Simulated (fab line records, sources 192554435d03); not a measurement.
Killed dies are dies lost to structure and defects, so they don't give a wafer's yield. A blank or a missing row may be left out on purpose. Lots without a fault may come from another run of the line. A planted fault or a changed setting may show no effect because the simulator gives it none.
Chamber matching | flow n5_finfet | N5_BEOL_M1_ETCH_70 on rie_diel-02: 4 sister chambers
The step etches SOC in N2/H2, target depth 80 nm, overetch 16 nm, time 120 s. 4 wafers are shown with their chamber, then 11 later ones without.

WAFERS WITH THEIR CHAMBER
wafer  | chamber | oes_product_au (a.u.)
L086.6 | 0       | 0.55
L088.4 | 1       | 0.55
L088.6 | 3       | 0.71
L092.1 | 2       | 0.71

WAFERS WITHOUT THEIR CHAMBER
wafer  | oes_product_au (a.u.)
L092.3 | 0.70
L092.4 | 0.71
L094.1 | 0.55
L094.4 | 0.55
L094.6 | 0.70
L096.2 | 0.55
L096.4 | 0.70
L096.5 | 0.54
L097.2 | 0.54
L097.5 | 0.69
L097.6 | 0.55

WHICH CHAMBER EACH WENT THROUGH
wafer  | from the rows above     | in truth
L092.3 | can't be placed: 2 or 3 | 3
L092.4 | can't be placed: 2 or 3 | 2
L094.1 | can't be placed: 0 or 1 | 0
L094.4 | can't be placed: 0 or 1 | 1
L094.6 | can't be placed: 2 or 3 | 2
L096.2 | can't be placed: 0 or 1 | 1
L096.4 | can't be placed: 2 or 3 | 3
L096.5 | can't be placed: 0 or 1 | 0
L097.2 | can't be placed: 0 or 1 | 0
L097.5 | can't be placed: 2 or 3 | 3
L097.6 | can't be placed: 0 or 1 | 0
Placed correctly: 0 of 11. Can't be placed from these rows: 11 (the true chamber is among the candidates in 11). Placed wrongly: 0.
How it was worked out, from the rows above alone: a wafer's distance from a chamber is the root of the sum, over the readings, of the square of ((its reading less the chamber's mean) divided by the reading's scatter). The wafer belongs to the nearest chamber; if the next one is less than 2 further off, it can't be placed. A chamber's mean is the mean of its shown wafers. The scatter: with one shown wafer a chamber, the root of the mean of the squares of how far each hidden wafer lies from its nearest shown one.
